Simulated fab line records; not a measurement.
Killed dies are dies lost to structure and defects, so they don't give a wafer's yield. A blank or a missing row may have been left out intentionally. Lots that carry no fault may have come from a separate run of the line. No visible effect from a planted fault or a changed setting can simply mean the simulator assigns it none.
What tool caused it? :: flow n5Finfet :: Sampling: 9 lots, 26 wafers, 8 of 1938 route steps

WHAT THE GAUGES READ, wafer by wafer
The record holds no reading of a measuring or inspecting step that can be judged against a usual standard deviation.

TOOL THAT RAN EACH LOT (tool first, then ch and the chambers of the sampled wafers, then the start)
lot: L792
N5_GATE_CUT_PECVD_57: pecvd-04 ch 0,2, day 5 00:25
N5_GATE_CUT_ETCH_37: rieDiel-05 ch 0,2, day 5 01:22
N5_GATE_CUT_ETCH_19: rieDiel-05 ch 0,2, day 5 01:35
N5_GATE_CUT_CUT_ETCH_53: rieMetal-03 ch 0,1, day 5 01:41
N5_GATE_CUT_CUT_ETCH_54: rieMetal-03 ch 0,1, day 5 01:45
N5_GATE_CUT_VAPOR_ETCH_51: rieMetal-03 ch 0,1, day 5 01:56
N5_GATE_CUT_ALD_22: aldSin-04 ch 0,2, day 5 02:08
N5_PASSIVATION_PROBE_49: -

lot: L793
N5_GATE_CUT_PECVD_57: pecvd-03 ch 0,2, day 5 07:07
N5_GATE_CUT_ETCH_37: rieDiel-04 ch 1,2,3, day 5 08:11
N5_GATE_CUT_ETCH_19: rieDiel-04 ch 1,2,3, day 5 08:23
N5_GATE_CUT_CUT_ETCH_53: rieMetal-03 ch 0,1, day 5 08:30
N5_GATE_CUT_CUT_ETCH_54: rieMetal-03 ch 0,1, day 5 08:35
N5_GATE_CUT_VAPOR_ETCH_51: rieMetal-03 ch 0,1, day 5 08:49
N5_GATE_CUT_ALD_22: aldSin-01 ch 1,3, day 5 09:05
N5_PASSIVATION_PROBE_49: -

lot: L795
N5_GATE_CUT_PECVD_57: pecvd-04 ch 0,1,2, day 5 10:48
N5_GATE_CUT_ETCH_37: rieDiel-04 ch 1,2,3, day 5 11:52
N5_GATE_CUT_ETCH_19: rieDiel-04 ch 1,2,3, day 5 12:04
N5_GATE_CUT_CUT_ETCH_53: rieMetal-02 ch 0,1, day 5 12:11
N5_GATE_CUT_CUT_ETCH_54: rieMetal-02 ch 0,1, day 5 12:14
N5_GATE_CUT_VAPOR_ETCH_51: rieMetal-02 ch 0,1, day 5 12:25
N5_GATE_CUT_ALD_22: aldSin-01 ch 0,1,3, day 5 12:38
N5_PASSIVATION_PROBE_49: -

lot: L799
N5_GATE_CUT_PECVD_57: pecvd-03 ch 0,1,2, day 6 17:30
N5_GATE_CUT_ETCH_37: rieDiel-04 ch 1,2,3, day 6 18:47
N5_GATE_CUT_ETCH_19: rieDiel-04 ch 1,2,3, day 6 19:00
N5_GATE_CUT_CUT_ETCH_53: rieMetal-02 ch 0,1, day 6 19:07
N5_GATE_CUT_CUT_ETCH_54: rieMetal-02 ch 0,1, day 6 19:10
N5_GATE_CUT_VAPOR_ETCH_51: rieMetal-02 ch 0,1, day 6 19:21
N5_GATE_CUT_ALD_22: aldSin-02 ch 0,3, day 6 19:44
N5_PASSIVATION_PROBE_49: prober-02, day 14 19:46

lot: L801
N5_GATE_CUT_PECVD_57: pecvd-04 ch 0,1,2, day 7 10:45
N5_GATE_CUT_ETCH_37: rieDiel-05 ch 1,2,3, day 7 11:42
N5_GATE_CUT_ETCH_19: rieDiel-05 ch 1,2,3, day 7 11:55
N5_GATE_CUT_CUT_ETCH_53: rieMetal-02 ch 0,1, day 7 12:01
N5_GATE_CUT_CUT_ETCH_54: rieMetal-02 ch 0,1, day 7 12:04
N5_GATE_CUT_VAPOR_ETCH_51: rieMetal-02 ch 0,1, day 7 12:15
N5_GATE_CUT_ALD_22: aldSin-02 ch 1,3, day 7 12:33
N5_PASSIVATION_PROBE_49: -

lot: L802
N5_GATE_CUT_PECVD_57: pecvd-02 ch 0,1, day 7 16:53
N5_GATE_CUT_ETCH_37: rieDiel-04 ch 0,2,3, day 7 18:11
N5_GATE_CUT_ETCH_19: rieDiel-04 ch 0,2,3, day 7 18:24
N5_GATE_CUT_CUT_ETCH_53: rieMetal-02 ch 0,1, day 7 18:31
N5_GATE_CUT_CUT_ETCH_54: rieMetal-02 ch 0,1, day 7 18:34
N5_GATE_CUT_VAPOR_ETCH_51: rieMetal-02 ch 0,1, day 7 18:45
N5_GATE_CUT_ALD_22: aldSin-04 ch 0,1, day 7 19:14
N5_PASSIVATION_PROBE_49: prober-01, day 15 06:26

lot: L803
N5_GATE_CUT_PECVD_57: pecvd-04 ch 0,1,2, day 7 20:02
N5_GATE_CUT_ETCH_37: rieDiel-05 ch 0,2,3, day 7 20:59
N5_GATE_CUT_ETCH_19: rieDiel-05 ch 0,2,3, day 7 21:13
N5_GATE_CUT_CUT_ETCH_53: rieMetal-01 ch 0, day 7 21:20
N5_GATE_CUT_CUT_ETCH_54: rieMetal-01 ch 0, day 7 21:27
N5_GATE_CUT_VAPOR_ETCH_51: rieMetal-01 ch 0, day 7 21:47
N5_GATE_CUT_ALD_22: aldSin-01 ch 0,1, day 7 22:05
N5_PASSIVATION_PROBE_49: -

lot: L806
N5_GATE_CUT_PECVD_57: pecvd-03 ch 0, day 8 10:19
N5_GATE_CUT_ETCH_37: rieDiel-05 ch 0,3, day 8 11:30
N5_GATE_CUT_ETCH_19: rieDiel-05 ch 0,3, day 8 11:42
N5_GATE_CUT_CUT_ETCH_53: rieMetal-01 ch 0, day 8 11:51
N5_GATE_CUT_CUT_ETCH_54: rieMetal-01 ch 0, day 8 11:58
N5_GATE_CUT_VAPOR_ETCH_51: rieMetal-01 ch 0, day 8 12:19
N5_GATE_CUT_ALD_22: aldSin-04 ch 2,3, day 8 12:52
N5_PASSIVATION_PROBE_49: prober-01, day 16 12:38

lot: L807
N5_GATE_CUT_PECVD_57: pecvd-03 ch 0,1, day 8 13:52
N5_GATE_CUT_ETCH_37: rieDiel-05 ch 1,2,3, day 8 14:56
N5_GATE_CUT_ETCH_19: rieDiel-05 ch 1,2,3, day 8 15:09
N5_GATE_CUT_CUT_ETCH_53: rieMetal-01 ch 0, day 8 15:15
N5_GATE_CUT_CUT_ETCH_54: rieMetal-01 ch 0, day 8 15:22
N5_GATE_CUT_VAPOR_ETCH_51: rieMetal-01 ch 0, day 8 15:44
N5_GATE_CUT_ALD_22: aldSin-02 ch 2,3, day 8 15:58
N5_PASSIVATION_PROBE_49: prober-02, day 17 01:56
- N5_GATE_CUT_PECVD_57: deposits SiNx from SiH4/NH3/N2, target thk 21 nm.
- N5_GATE_CUT_ETCH_37: etches SOC in N2/H2, target depth 60 nm, overetch 12 nm, time 90 s.
- N5_GATE_CUT_ETCH_19: etches SiNx in CH3F/O2, target depth 53.7 nm, time 76.7 s.
- N5_GATE_CUT_CUT_ETCH_53: etches W in SF6/Cl2, target depth 79.2 nm.
- N5_GATE_CUT_CUT_ETCH_54: etches TiN in Cl2/BCl3, target depth 96.7 nm.
- N5_GATE_CUT_VAPOR_ETCH_51: etches HfO2 in BCl3/Cl2.
- N5_GATE_CUT_ALD_22: deposits SiNx, target thk 16 nm, pulse time 1 s, ald cycles 320.
- N5_PASSIVATION_PROBE_49

AS READ BY THE TOOLS THEMSELVES (means over the sampled wafers that have a number; for cases with no such wafer, the mark the record gives instead)
N5_GATE_CUT_PECVD_57. Usual: heaterPowerW 812 W, standard deviation 100; showerheadPlenumPTorr 5.19 Torr, standard deviation 0.044; throttleValvePct 39.4 %, standard deviation 2.9.
lot: L792
tool: pecvd-04
heaterPowerW (W): 837
showerheadPlenumPTorr (Torr): 5.18
throttleValvePct (%): 39.7
flag: 

lot: L793
tool: pecvd-03
heaterPowerW (W): 800
showerheadPlenumPTorr (Torr): 5.20
throttleValvePct (%): 35.6
flag: 

lot: L795
tool: pecvd-04
heaterPowerW (W): 761
showerheadPlenumPTorr (Torr): 5.21
throttleValvePct (%): 41.6
flag: 

lot: L799
tool: pecvd-03
heaterPowerW (W): 882
showerheadPlenumPTorr (Torr): 5.20
throttleValvePct (%): 37.6
flag: 

lot: L801
tool: pecvd-04
heaterPowerW (W): 806
showerheadPlenumPTorr (Torr): 5.20
throttleValvePct (%): 41.7
flag: 

lot: L802
tool: pecvd-02
heaterPowerW (W): 721
showerheadPlenumPTorr (Torr): 5.18
throttleValvePct (%): 38.9
flag: 

lot: L803
tool: pecvd-04
heaterPowerW (W): 790
showerheadPlenumPTorr (Torr): 5.20
throttleValvePct (%): 41.7
flag: 

lot: L806
tool: pecvd-03
heaterPowerW (W): 931
showerheadPlenumPTorr (Torr): 5.21
throttleValvePct (%): 38.8
flag: 

lot: L807
tool: pecvd-03
heaterPowerW (W): 933
showerheadPlenumPTorr (Torr): 5.20
throttleValvePct (%): 39.2
flag: 

N5_GATE_CUT_ETCH_37. Usual: chamberPressureMTorr 30.003 mTorr, standard deviation 0.026; drypumpMotorCurrentA 5.6 A, standard deviation 0.47; oesProductAu 0.70 a.u., standard deviation 0.091; rfVppV 523.9 V, standard deviation 2.5; showerheadPlenumPTorr 2.55 Torr, standard deviation 0.083; throttleValvePct 17.9 %, standard deviation 0.34.
lot: L792
tool: rieDiel-05
chamberPressureMTorr (mTorr): 30.008
drypumpMotorCurrentA (A): 6.3
oesProductAu (a.u.): 0.65
rfVppV (V): 525.6
showerheadPlenumPTorr (Torr): 2.59
throttleValvePct (%): 18.0
flag: 

lot: L793
tool: rieDiel-04
chamberPressureMTorr (mTorr): 29.971
drypumpMotorCurrentA (A): 5.4
oesProductAu (a.u.): 0.74
rfVppV (V): 523.5
showerheadPlenumPTorr (Torr): 2.54
throttleValvePct (%): 17.7
flag: 

lot: L795
tool: rieDiel-04
chamberPressureMTorr (mTorr): 29.999
drypumpMotorCurrentA (A): 5.4
oesProductAu (a.u.): 0.74
rfVppV (V): 522.9
showerheadPlenumPTorr (Torr): 2.54
throttleValvePct (%): 17.7
flag: 

lot: L799
tool: rieDiel-04
chamberPressureMTorr (mTorr): 29.989
drypumpMotorCurrentA (A): 5.4
oesProductAu (a.u.): 0.73
rfVppV (V): 523.7
showerheadPlenumPTorr (Torr): 2.53
throttleValvePct (%): 17.7
flag: 

lot: L801
tool: rieDiel-05
chamberPressureMTorr (mTorr): 29.982
drypumpMotorCurrentA (A): 5.5
oesProductAu (a.u.): 0.70
rfVppV (V): 522.9
showerheadPlenumPTorr (Torr): 2.52
throttleValvePct (%): 18.0
flag: 

lot: L802
tool: rieDiel-04
chamberPressureMTorr (mTorr): 30.002
drypumpMotorCurrentA (A): 5.1
oesProductAu (a.u.): 0.80
rfVppV (V): 526.9
showerheadPlenumPTorr (Torr): 2.62
throttleValvePct (%): 17.4
flag: 

lot: L803
tool: rieDiel-05
chamberPressureMTorr (mTorr): 29.989
drypumpMotorCurrentA (A): 5.8
oesProductAu (a.u.): 0.70
rfVppV (V): 523.8
showerheadPlenumPTorr (Torr): 2.55
throttleValvePct (%): 18.0
flag: 

lot: L806
tool: rieDiel-05
chamberPressureMTorr (mTorr): 30.027
drypumpMotorCurrentA (A): 5.9
oesProductAu (a.u.): 0.61
rfVppV (V): 524.2
showerheadPlenumPTorr (Torr): 2.57
throttleValvePct (%): 18.2
flag: 

lot: L807
tool: rieDiel-05
chamberPressureMTorr (mTorr): 30.016
drypumpMotorCurrentA (A): 5.6
oesProductAu (a.u.): 0.65
rfVppV (V): 522.3
showerheadPlenumPTorr (Torr): 2.52
throttleValvePct (%): 18.0
flag: 

N5_GATE_CUT_ETCH_19. Usual: value, then standard deviation, for each; chamberPressureMTorr 30.002 mTorr / 0.026; drypumpMotorCurrentA 5.6 A / 0.46; etchRfOnTimeS 77.2 s / 1.6; oesProductAu 0.66 a.u. / 0.089; rfVppV 297 V / 8; showerheadPlenumPTorr 2.00 Torr / 0.07; throttleValvePct 16.4 % / 0.31.
lot: L792
tool: rieDiel-05
chamberPressureMTorr (mTorr): 30.016
drypumpMotorCurrentA (A): 6.3
etchRfOnTimeS (s): 77.8
oesProductAu (a.u.): 0.61
rfVppV (V): 303
showerheadPlenumPTorr (Torr): 2.05
throttleValvePct (%): 16.6
flag: 

lot: L793
tool: rieDiel-04
chamberPressureMTorr (mTorr): 30.006
drypumpMotorCurrentA (A): 5.4
etchRfOnTimeS (s): 75.8
oesProductAu (a.u.): 0.71
rfVppV (V): 296
showerheadPlenumPTorr (Torr): 2.01
throttleValvePct (%): 16.3
flag: 

lot: L795
tool: rieDiel-04
chamberPressureMTorr (mTorr): 29.997
drypumpMotorCurrentA (A): 5.4
etchRfOnTimeS (s): 75.1
oesProductAu (a.u.): 0.71
rfVppV (V): 296
showerheadPlenumPTorr (Torr): 2.01
throttleValvePct (%): 16.3
flag: 

lot: L799
tool: rieDiel-04
chamberPressureMTorr (mTorr): 30.025
drypumpMotorCurrentA (A): 5.4
etchRfOnTimeS (s): 76.0
oesProductAu (a.u.): 0.70
rfVppV (V): 297
showerheadPlenumPTorr (Torr): 2.00
throttleValvePct (%): 16.3
flag: 

lot: L801
tool: rieDiel-05
chamberPressureMTorr (mTorr): 30.009
drypumpMotorCurrentA (A): 5.5
etchRfOnTimeS (s): 77.3
oesProductAu (a.u.): 0.66
rfVppV (V): 293
showerheadPlenumPTorr (Torr): 1.95
throttleValvePct (%): 16.3
flag: 

lot: L802
tool: rieDiel-04
chamberPressureMTorr (mTorr): 29.997
drypumpMotorCurrentA (A): 5.1
etchRfOnTimeS (s): 76.6
oesProductAu (a.u.): 0.76
rfVppV (V): 300
showerheadPlenumPTorr (Torr): 2.07
throttleValvePct (%): 16.0
flag: 

lot: L803
tool: rieDiel-05
chamberPressureMTorr (mTorr): 29.996
drypumpMotorCurrentA (A): 5.9
etchRfOnTimeS (s): 76.5
oesProductAu (a.u.): 0.67
rfVppV (V): 297
showerheadPlenumPTorr (Torr): 2.00
throttleValvePct (%): 16.4
flag: 

lot: L806
tool: rieDiel-05
chamberPressureMTorr (mTorr): 29.983
drypumpMotorCurrentA (A): 5.9
etchRfOnTimeS (s): 134.8
oesProductAu (a.u.): 0.43
rfVppV (V): 301
showerheadPlenumPTorr (Torr): 2.02
throttleValvePct (%): 16.6
flag: OFF

lot: L807
tool: rieDiel-05
chamberPressureMTorr (mTorr): 29.969
drypumpMotorCurrentA (A): 5.5
etchRfOnTimeS (s): 114.4
oesProductAu (a.u.): 0.40
rfVppV (V): 293
showerheadPlenumPTorr (Torr): 1.94
throttleValvePct (%): 16.3
flag: OFF

N5_GATE_CUT_CUT_ETCH_53. Usual: chamberPressureMTorr 8.000 mTorr, standard deviation 0.007; drypumpMotorCurrentA 5.5 A, standard deviation 0.38; etchRfOnTimeS 26.2 s, standard deviation 0.55; oesProductAu 0.71 a.u., standard deviation 0.13; throttleValvePct 28.8 %, standard deviation 0.34.
lot: L792
tool: rieMetal-03
chamberPressureMTorr (mTorr): 7.999
drypumpMotorCurrentA (A): 5.7
etchRfOnTimeS (s): 26.5
oesProductAu (a.u.): 0.81
throttleValvePct (%): 28.8
flag: 

lot: L793
tool: rieMetal-03
chamberPressureMTorr (mTorr): 7.995
drypumpMotorCurrentA (A): 5.6
etchRfOnTimeS (s): 26.1
oesProductAu (a.u.): 0.81
throttleValvePct (%): 28.8
flag: 

lot: L795
tool: rieMetal-02
chamberPressureMTorr (mTorr): 7.997
drypumpMotorCurrentA (A): 5.7
etchRfOnTimeS (s): 26.2
oesProductAu (a.u.): 0.80
throttleValvePct (%): 28.5
flag: 

lot: L799
tool: rieMetal-02
chamberPressureMTorr (mTorr): 8.002
drypumpMotorCurrentA (A): 5.9
etchRfOnTimeS (s): 25.7
oesProductAu (a.u.): 0.81
throttleValvePct (%): 28.5
flag: 

lot: L801
tool: rieMetal-02
chamberPressureMTorr (mTorr): 8.008
drypumpMotorCurrentA (A): 5.9
etchRfOnTimeS (s): 26.2
oesProductAu (a.u.): 0.80
throttleValvePct (%): 28.5
flag: 

lot: L802
tool: rieMetal-02
chamberPressureMTorr (mTorr): 7.999
drypumpMotorCurrentA (A): 5.9
etchRfOnTimeS (s): 26.1
oesProductAu (a.u.): 0.80
throttleValvePct (%): 28.5
flag: 

lot: L803
tool: rieMetal-01
chamberPressureMTorr (mTorr): 8.001
drypumpMotorCurrentA (A): 5.0
etchRfOnTimeS (s): 26.3
oesProductAu (a.u.): 0.53
throttleValvePct (%): 29.3
flag: 

lot: L806
tool: rieMetal-01
chamberPressureMTorr (mTorr): 8.008
drypumpMotorCurrentA (A): 5.0
etchRfOnTimeS (s): 30.2
oesProductAu (a.u.): 0.38
throttleValvePct (%): 28.6
flag: OFF

lot: L807
tool: rieMetal-01
chamberPressureMTorr (mTorr): 7.996
drypumpMotorCurrentA (A): 5.0
etchRfOnTimeS (s): 31.6
oesProductAu (a.u.): 0.32
throttleValvePct (%): 28.4
flag: OFF

N5_GATE_CUT_CUT_ETCH_54. Usual: chamberPressureMTorr 10.000 mTorr, standard deviation 0.0086; drypumpMotorCurrentA 5.5 A, standard deviation 0.37; etchRfOnTimeS 36.6 s, standard deviation 0.74; oesProductAu 0.71 a.u., standard deviation 0.13; throttleValvePct 22.18 %, standard deviation 0.25.
lot: L792
tool: rieMetal-03
chamberPressureMTorr (mTorr): 10.001
drypumpMotorCurrentA (A): 5.6
etchRfOnTimeS (s): 36.4
oesProductAu (a.u.): 0.82
throttleValvePct (%): 22.02
flag: 

lot: L793
tool: rieMetal-03
chamberPressureMTorr (mTorr): 10.009
drypumpMotorCurrentA (A): 5.7
etchRfOnTimeS (s): 36.6
oesProductAu (a.u.): 0.81
throttleValvePct (%): 22.01
flag: 

lot: L795
tool: rieMetal-02
chamberPressureMTorr (mTorr): 9.999
drypumpMotorCurrentA (A): 5.7
etchRfOnTimeS (s): 36.3
oesProductAu (a.u.): 0.80
throttleValvePct (%): 21.97
flag: 

lot: L799
tool: rieMetal-02
chamberPressureMTorr (mTorr): 9.994
drypumpMotorCurrentA (A): 5.9
etchRfOnTimeS (s): 36.6
oesProductAu (a.u.): 0.80
throttleValvePct (%): 22.04
flag: 

lot: L801
tool: rieMetal-02
chamberPressureMTorr (mTorr): 9.994
drypumpMotorCurrentA (A): 5.9
etchRfOnTimeS (s): 36.4
oesProductAu (a.u.): 0.79
throttleValvePct (%): 22.04
flag: 

lot: L802
tool: rieMetal-02
chamberPressureMTorr (mTorr): 10.005
drypumpMotorCurrentA (A): 5.9
etchRfOnTimeS (s): 36.7
oesProductAu (a.u.): 0.78
throttleValvePct (%): 22.05
flag: 

lot: L803
tool: rieMetal-01
chamberPressureMTorr (mTorr): 9.998
drypumpMotorCurrentA (A): 5.0
etchRfOnTimeS (s): 36.8
oesProductAu (a.u.): 0.53
throttleValvePct (%): 22.55
flag: 

lot: L806
tool: rieMetal-01
chamberPressureMTorr (mTorr): 10.004
drypumpMotorCurrentA (A): 5.0
etchRfOnTimeS (s): 42.0
oesProductAu (a.u.): 0.38
throttleValvePct (%): 22.82
flag: OFF

lot: L807
tool: rieMetal-01
chamberPressureMTorr (mTorr): 10.006
drypumpMotorCurrentA (A): 5.0
etchRfOnTimeS (s): 44.0
oesProductAu (a.u.): 0.32
throttleValvePct (%): 22.91
flag: OFF

N5_GATE_CUT_VAPOR_ETCH_51. Usual: drypumpMotorCurrentA 5.5 A, standard deviation 0.37; oesProductAu 0.78 a.u., standard deviation 0.14.
lot: L792
tool: rieMetal-03
drypumpMotorCurrentA (A): 5.6
oesProductAu (a.u.): 0.90
flag: 

lot: L793
tool: rieMetal-03
drypumpMotorCurrentA (A): 5.7
oesProductAu (a.u.): 0.91
flag: 

lot: L795
tool: rieMetal-02
drypumpMotorCurrentA (A): 5.7
oesProductAu (a.u.): 0.89
flag: 

lot: L799
tool: rieMetal-02
drypumpMotorCurrentA (A): 5.9
oesProductAu (a.u.): 0.87
flag: 

lot: L801
tool: rieMetal-02
drypumpMotorCurrentA (A): 5.9
oesProductAu (a.u.): 0.87
flag: 

lot: L802
tool: rieMetal-02
drypumpMotorCurrentA (A): 5.9
oesProductAu (a.u.): 0.88
flag: 

lot: L803
tool: rieMetal-01
drypumpMotorCurrentA (A): 5.0
oesProductAu (a.u.): 0.58
flag: 

lot: L806
tool: rieMetal-01
drypumpMotorCurrentA (A): 5.0
oesProductAu (a.u.): 0.58
flag: 

lot: L807
tool: rieMetal-01
drypumpMotorCurrentA (A): 5.0
oesProductAu (a.u.): 0.58
flag: 

N5_GATE_CUT_ALD_22. Usual: heaterPowerW 838 W, standard deviation 90; precursorPulseHeightRel 0.997, standard deviation 0.02.
lot: L792
tool: aldSin-04
heaterPowerW (W): 905
precursorPulseHeightRel: 1.011
flag: 

lot: L793
tool: aldSin-01
heaterPowerW (W): 769
precursorPulseHeightRel: 1.021
flag: 

lot: L795
tool: aldSin-01
heaterPowerW (W): 740
precursorPulseHeightRel: 0.990
flag: 

lot: L799
tool: aldSin-02
heaterPowerW (W): 847
precursorPulseHeightRel: 1.000
flag: 

lot: L801
tool: aldSin-02
heaterPowerW (W): 947
precursorPulseHeightRel: 1.010
flag: 

lot: L802
tool: aldSin-04
heaterPowerW (W): 845
precursorPulseHeightRel: 1.002
flag: 

lot: L803
tool: aldSin-01
heaterPowerW (W): 760
precursorPulseHeightRel: 0.999
flag: 

lot: L806
tool: aldSin-04
heaterPowerW (W): 914
precursorPulseHeightRel: 1.003
flag: 

lot: L807
tool: aldSin-02
heaterPowerW (W): 858
precursorPulseHeightRel: 0.986
flag: 

N5_PASSIVATION_PROBE_49. Usual: killed_at_M0_to_M3 33, standard deviation 11; killed_at_M4_up 13, standard deviation 5.2; killedAtContacts 11, standard deviation 5.7; killedAtFrontEnd 39, standard deviation 11; killedAtOther 4, standard deviation 3; killedDies 101, standard deviation 20; killedOnRim 13, standard deviation 4.1; killedOpen 66, standard deviation 15; killedShort 33, standard deviation 8.4.
lot: L799
tool: prober-02
killed_at_M0_to_M3: 26
killed_at_M4_up: 8
killedAtContacts: 10
killedAtFrontEnd: 27
killedAtOther: 1
killedDies: 72
killedOnRim: 10
killedOpen: 52
killedShort: 17
flag: 

lot: L802
tool: prober-01
killed_at_M0_to_M3: 38
killed_at_M4_up: 15
killedAtContacts: 11
killedAtFrontEnd: 60
killedAtOther: 4
killedDies: 128
killedOnRim: 20
killedOpen: 81
killedShort: 46
flag: 

lot: L806
tool: prober-01
killed_at_M0_to_M3: 40
killed_at_M4_up: 16
killedAtContacts: 4
killedAtFrontEnd: 577
killedAtOther: 5
killedDies: 642
killedOnRim: 82
killedOpen: 68
killedShort: 35
flag: OFF

lot: L807
tool: prober-02
killed_at_M0_to_M3: 26
killed_at_M4_up: 13
killedAtContacts: 8
killedAtFrontEnd: 768
killedAtOther: 3
killedDies: 818
killedOnRim: 106
killedOpen: 60
killedShort: 29
flag: OFF

THE ANSWER, worked out from the rows above alone
Rule: a lot is off if the mean of its wafers that have a number lies more than 3 standard deviations from the usual mean. A lot without any number at a reading at which 4 lots or more have one is off too. The other lots that the step has rows for count as sound. After the gauges, taken in route order, come the tools' own readings; for these a lot's mean is taken, as printed above. The first step at which some lot is off is used, and at that step the reading that is off furthest; a lot without a number counts as furthest.
Off: L806, L807, at N5_GATE_CUT_ETCH_19 (etchRfOnTimeS).
A tool fits if, at that step or a process step before it, it ran every lot that is off, and no sound lot after the first of them. Can't be told from this: 2 tools fit, pecvd-03 at N5_GATE_CUT_PECVD_57, rieDiel-05 at N5_GATE_CUT_ETCH_37 and N5_GATE_CUT_ETCH_19.

WHAT THE SIMULATOR HAD INSERTED
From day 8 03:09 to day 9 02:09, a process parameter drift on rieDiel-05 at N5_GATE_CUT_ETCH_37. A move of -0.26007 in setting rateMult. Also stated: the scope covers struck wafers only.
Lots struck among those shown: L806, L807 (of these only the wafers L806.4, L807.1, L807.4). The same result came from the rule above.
